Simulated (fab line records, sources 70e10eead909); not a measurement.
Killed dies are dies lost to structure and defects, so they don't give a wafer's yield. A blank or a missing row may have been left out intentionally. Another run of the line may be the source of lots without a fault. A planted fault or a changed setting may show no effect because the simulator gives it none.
fab line records	flow nand-harc
record lots=13	wafers=36	last-day=33
route steps=1302 shown A_SLIT@924 A_BONDPAD@1215 HYBRID_BOND@1237 END@1302
lots that met no fault: taken from a fault-free run of the same line
start-h: hours from the record's opening day to when the first of the lot's shown wafers began	wait-h: hours from the lot's prior step to this one	" as in the row above	L1.1+2: several wafers, shown together as one row	- no value, or no start given	* or withheld: withheld	< > ~ a bound
route shown NAME@n: names a module that has steps shown in the file, with the first one's number in the route	usual: mean/standard deviation taken from wafers without a fault	same: alike in all rows	chamber/n: place in a boat	sites: readings site by site	_std_site: their standard deviation	_edge_site: mean of outer sites minus mean of inner sites	radius-mm: how far each site lies from the wafer's centre	mask NAME#n: copy n	behind: the most recent tool/chamber to have shaped the wafer	hold: cause of the lot's hold/its duration in hours/its outcome	device: which transistor (n, p or np) failed to switch	end of line: the tests these same wafers got at the end of their route	step lacking rows: just its recipe	killed: dies lost to structure and defects at the first sort, not the wafer's yield	map: dies across one wafer; x = killed, . = not, _ = none there
set.NAME: the setting that was run; set.NAME@STEP: the one run at that earlier step	model.NAME: the simulator's own value behind a step, which no gauge read
the route's steps for a sample of lots (tables are steps, rows are wafers)
services: when a tool's chamber went out of use (start-h, in hours from the record's first day, below 0 if earlier), for how many hours, and the reason
## steps
# step NHARC_A_SLIT_DEP_23
# recipe target-thk-a=1000	target-thk-nm=100	temp-c=400	pressure-torr=3.5	flow-sccm=200	rf-w=350	material=SiON
# usual heater-power-w=737/85
lot.wafer	tool	chamber	start-h	wait-h	heater-power-w
L350.1	pecvd-03	0	466.47	3.2	556
L350.6	"	0	"	"	551
L350.4	"	1	"	"	807
L351.2	pecvd-03	0	466.77	2.6	627
L351.5	"	2	"	"	678
L351.6	"	0	"	"	599
L353.2	pecvd-01	2	490.79	2.6	741
L353.4	"	1	"	"	722
L353.6	"	2	"	"	739
L355.2	pecvd-02	1	493.92	2.5	839
L355.1	"	2	"	"	754
L355.3	"	0	"	"	782
L358.2	pecvd-01	1	507.41	2.5	721
L358.1	"	2	"	"	714
L358.5	"	0	"	"	826
L356.3	pecvd-01	1	508.15	1.9	699
L356.1	"	2	"	"	688
L356.5	"	2	"	"	689
L357.3	pecvd-01	2	509.23	1.9	657
L357.2	"	0	"	"	851
L357.5	"	0	"	"	835
L359.2	pecvd-01	0	550.90	2.6	829
L359.5	"	1	"	"	759
L359.4	"	0	"	"	862
L364.2	pecvd-03	2	603.89	2.6	771
L364.1	"	0	"	"	561
L367.3	pecvd-03	2	643.24	1.9	795
L367.2	"	0	"	"	535
L368.4	pecvd-02	0	644.17	1.4	760
L368.6	"	1	"	"	708
L368.5	"	2	"	"	783
L369.3	pecvd-03	0	649.68	1.9	567
L369.6	"	1	"	"	767
L373.2	pecvd-01	0	672.40	2.5	815
L373.1	"	1	"	"	637
L373.5	"	0	"	"	825
# step NHARC_A_BONDPAD_CD_MEAS_09
# recipe target-cd-nm=500	landing-energy-ev=500
# usual cd-nm=500.0/2.3
lot.wafer	tool	chamber	start-h	wait-h	cd-nm
L350.1	cd-sem-01	0	545.32	-	495.8
L350.4	"	0	"	"	499.6
L350.6	"	0	"	"	497.7
L351.2	cd-sem-02	0	552.15	-	502.4
L351.5	"	0	"	"	502.3
L351.6	"	0	"	"	506.0
L353.2	cd-sem-03	0	569.15	-	497.4
L353.4	"	0	"	"	502.6
L353.6	"	0	"	"	500.9
L355.1	cd-sem-01	0	575.25	-	499.2
L355.2	"	0	"	"	501.8
L355.3	"	0	"	"	502.9
L358.1	cd-sem-02	0	589.26	-	501.7
L358.2	"	0	"	"	499.2
L358.5	"	0	"	"	499.7
L356.1	cd-sem-01	0	592.43	-	498.6
L356.3	"	0	"	"	499.2
L356.5	"	0	"	"	500.4
L357.2	cd-sem-03	0	593.76	-	501.9
L357.3	"	0	"	"	501.7
L357.5	"	0	"	"	500.7
L359.2	cd-sem-01	0	626.48	-	500.4
L359.4	"	0	"	"	500.4
L359.5	"	0	"	"	502.0
L364.1	cd-sem-01	0	686.44	-	500.5
L364.2	"	0	"	"	500.7
L367.2	cd-sem-03	0	726.10	-	501.7
L367.3	"	0	"	"	498.8
L368.4	cd-sem-03	0	727.95	-	500.9
L368.5	"	0	"	"	497.2
L368.6	"	0	"	"	501.1
L369.3	cd-sem-03	0	734.83	-	498.8
L369.6	"	0	"	"	501.7
L373.1	cd-sem-02	0	755.80	-	500.8
L373.2	"	0	"	"	495.8
L373.5	"	0	"	"	500.1
# step NHARC_A_BONDPAD_CMP_19
# recipe t-overpolish-s=30	cu-recess-touch-s=16	target-thk-nm=169.82
# usual motor-current-A=12.6/1.4	overpolish-run-s=30.000/0.0089
lot.wafer	tool	chamber	start-h	wait-h	motor-current-A	overpolish-run-s
L350.1	cmp-03	3	547.62	-	10.5	29.993
L350.4	"	0	"	"	12.8	30.005
L350.6	"	3	"	"	10.9	29.984
L351.2	cmp-01	2	554.43	-	12.2	29.993
L351.6	"	1	"	"	11.4	30.007
L351.5	"	2	"	"	11.9	30.002
L353.2	cmp-04	0	571.38	-	10.5	30.010
L353.4	"	1	"	"	13.5	30.008
L353.6	"	0	"	"	10.1	30.001
L355.3	cmp-03	0	577.51	-	13.5	30.012
L355.2	"	1	"	"	14.2	29.995
L355.1	"	2	"	"	12.4	29.994
L358.2	cmp-01	0	591.49	-	11.8	30.005
L358.1	"	2	"	"	12.0	29.999
L358.5	"	1	"	"	11.2	29.991
L356.1	cmp-03	1	594.66	-	14.5	29.984
L356.3	"	0	"	"	12.7	30.016
L356.5	"	1	"	"	14.5	30.001
L357.3	cmp-04	3	596.05	-	13.2	29.997
L357.2	"	0	"	"	10.7	29.999
L357.5	"	3	"	"	13.9	30.008
L359.4	cmp-01	0	628.71	-	11.1	29.993
L359.2	"	1	"	"	11.3	30.003
L359.5	"	1	"	"	11.9	29.997
L364.2	cmp-03	0	688.72	-	13.1	29.984
L364.1	"	1	"	"	14.6	30.008
L367.3	cmp-04	0	728.42	-	10.3	30.012
L367.2	"	1	"	"	13.0	30.006
L368.4	cmp-04	0	730.23	-	10.3	29.997
L368.5	"	2	"	"	13.3	29.999
L368.6	"	3	"	"	13.9	29.993
L369.3	cmp-04	0	737.17	-	11.0	30.001
L369.6	"	1	"	"	13.4	29.995
L373.1	cmp-01	1	758.04	-	12.0	30.010
L373.2	"	0	"	"	11.7	30.002
L373.5	"	2	"	"	11.7	29.999
# step NHARC_HYBRID_BOND_ACTIVATE_00
# recipe time-s=60	n2-flow-sccm=200	ar-flow-sccm=0	bias-power-w=0	chemistry=N2
# usual drypump-motor-current-A=5.5/0.38	mfc-ar-sccm=0.014/0.011	oes-product-au=0.995/0.012	rf-vpp-V=64.2/0.79	showerhead-plenum-p-Torr=1.78/0.075
# same time-s=60
lot.wafer	tool	chamber	start-h	wait-h	drypump-motor-current-A	mfc-ar-sccm	oes-product-au	rf-hours-counter-h	rf-vpp-V	showerhead-plenum-p-Torr
L350.4	rie-diel-06	0	548.20	0.1	5.0	0	0.993	19	65.3	1.88
L350.1	"	2	"	"	5.4	0.020	0.981	17	63.1	1.69
L350.6	"	0	"	"	5.0	0	0.997	-	63.4	1.88
L351.2	rie-diel-03	1	555.05	0.1	5.8	0	0.992	33	64.3	1.88
L351.5	"	2	"	"	5.4	0.019	1.004	-	64.7	1.78
L351.6	"	3	"	"	5.6	0.011	1.015	-	63.7	1.73
L353.4	rie-diel-03	2	572.00	0.1	5.4	0.019	1.015	35	64.4	1.78
L353.2	"	0	"	"	5.2	0.022	0.978	30	65.3	1.91
L353.6	"	1	"	"	5.8	0	1.001	-	65.0	1.88
L355.1	rie-diel-06	1	578.08	0.1	5.3	0.007	1.011	27	63.8	1.73
L355.2	"	2	"	"	5.4	0.020	1.018	27	63.0	1.69
L355.3	"	3	"	"	5.9	0.018	0.986	25	64.3	1.78
L358.1	rie-diel-08	0	592.08	0.1	5.0	0	0.981	3	65.4	1.75
L358.2	"	1	"	"	5.3	0.014	1.000	3	64.2	1.69
L358.5	"	1	"	"	5.3	0.014	0.990	-	63.8	1.69
L356.3	rie-diel-08	1	595.25	0.1	5.3	0.014	0.998	3	64.1	1.69
L356.1	"	2	"	"	6.2	0.014	1.018	4	64.1	1.88
L356.5	"	1	"	"	5.3	0.014	0.994	-	63.8	1.69
L357.2	rie-diel-06	3	596.62	0.1	5.9	0.018	0.994	30	64.0	1.78
L357.3	"	1	"	"	5.3	0.007	1.012	34	64.3	1.73
L357.5	"	2	"	"	5.4	0.020	1.007	-	63.8	1.68
L359.4	rie-diel-08	0	629.30	0.1	5.0	0	0.996	6	63.4	1.75
L359.2	"	2	"	"	6.2	0.014	1.010	7	64.5	1.88
L359.5	"	1	"	"	5.3	0.014	0.995	-	63.3	1.69
L364.1	rie-diel-08	0	689.30	0.1	5.0	0	0.989	12	64.6	1.75
L364.2	"	3	"	"	5.6	0.037	0.983	13	63.7	1.74
L367.2	rie-diel-03	0	728.98	0.1	5.2	0.022	0.981	29	64.4	1.89
L367.3	"	1	"	"	5.8	0	1.002	30	63.5	1.87
L368.4	rie-diel-06	1	730.80	0.1	5.3	0.007	0.999	29	64.0	1.71
L368.6	"	3	"	"	5.9	0.018	1.006	-	64.2	1.77
L368.5	"	0	"	"	5.0	0	1.000	-	64.4	1.86
L369.3	rie-diel-08	2	737.69	0.1	6.2	0.014	0.996	1	65.1	1.88
L369.6	"	1	"	"	5.3	0.014	0.970	-	62.7	1.68
L373.1	rie-diel-03	0	758.62	0.1	5.2	0.022	0.987	37	65.3	1.89
L373.2	"	3	"	"	5.6	0.011	0.997	32	63.8	1.72
L373.5	"	1	"	"	5.9	0	1.016	-	65.0	1.86
# step NHARC_END_SORT_01
# recipe temp-c=25
# usual killed-at-array=61/24	killed-at-other=1.2/1.3	killed-at-periphery=3.7/2.6	killed-dies=66/23	killed-open=3.3/1.8	killed-short=2.4/1.6
# same gross-dies=677
lot.wafer	tool	chamber	start-h	wait-h	killed-at-array	killed-at-other	killed-at-periphery	killed-dies	killed-open	killed-short
L364.1	prober-01	0	716.55	2.5	57	3	6	66	1	2
L364.2	prober-01	0	717.35	2.8	172	1	5	178	3	1
# killed by level:class
L364.1 A_CHANNEL_HOLE_D1:chamber-film-flake=42 A_STAIRCASE:chamber-film-flake=5 P_CONTACT:chamber-film-flake=4 A_CONTACT:chamber-film-flake=4 THIN_TSV:chamber-film-flake=3 A_SLIT:chamber-film-flake=2 A_ONON_D1:geometric-particle:open=1 A_ONON_D2:geometric-particle:short=1
L364.2 A_SLIT:area-dep=125 A_CHANNEL_HOLE_D1:chamber-film-flake=29 A_SLIT:chamber-film-flake=7 A_CONTACT:chamber-film-flake=4 A_STAIRCASE:chamber-film-flake=3 P_CONTACT:geometric-particle:open=2 P_M0:geometric-particle:open=1 A_ONON_D2:geometric-particle:short=1
## services
tool	chamber	start-h	hours	kind
cmp-04	-	447.82	0.7	repair
cmp-01	-	479.50	4.0	pm
rie-diel-06	-	484.39	9.0	pm
pecvd-03	-	486.06	0.6	repair
pecvd-01	-	492.21	13.0	pm
cmp-04	-	505.45	4.0	pm
cmp-04	-	515.74	2.9	repair
rie-diel-06	3	518.22	11.4	repair
cmp-01	-	526.01	2.2	repair
cmp-04	-	539.49	1.9	repair
pecvd-03	-	543.57	1.9	repair
rie-diel-08	-	544.80	9.0	pm
pecvd-03	-	547.05	13.0	pm
rie-diel-08	0	572.78	3.6	repair
pecvd-01	1	597.04	12.9	repair
cmp-04	-	603.45	4.0	pm
pecvd-01	-	619.95	1.2	repair
pecvd-01	0	645.03	6.8	repair
pecvd-01	-	673.21	13.0	pm
rie-diel-08	2	674.09	2.6	repair
cmp-04	-	701.45	4.0	pm
rie-diel-08	-	722.13	9.0	pm
cmp-04	-	723.20	0.5	repair
rie-diel-08	3	746.11	11.9	repair
## key
first-sign step=NHARC_END_SORT_01	reading=killed-dies	direction=up	sigmas=4.9	usual=66	struck=178
effect step=NHARC_END_SORT_01	reading=killed-at-array	direction=up	sigmas=4.7	usual=61	struck=172
more-kills-born-at NHARC_A_SLIT_DEP_23@pecvd-03=125
met-at NHARC_A_SLIT_DEP_23
struck-lots L364
struck-wafers L364.2
tester-left-out L364
not-acting-at NHARC_A_BONDPAD_CD_MEAS_09,NHARC_A_BONDPAD_CMP_19,NHARC_HYBRID_BOND_ACTIVATE_00
onset-between 466.77 603.89
fault kind=process-parameter-drift	tool=pecvd-03	chamber=-	onset-h=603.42	steps=NHARC_A_SLIT_DEP_23	channel=target-thk-a	offset=*	shape=step	end-h=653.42	scope=struck-wafers-only	acts-in=*	stated=*
# tester-left-out: of these lots the tester's yield and bins aren't shown, on N5 and GAA mostly nor the transistor test; their killed dies are dies lost to structure and defects alone, not to doping, threshold or leakage, so they don't give the yield
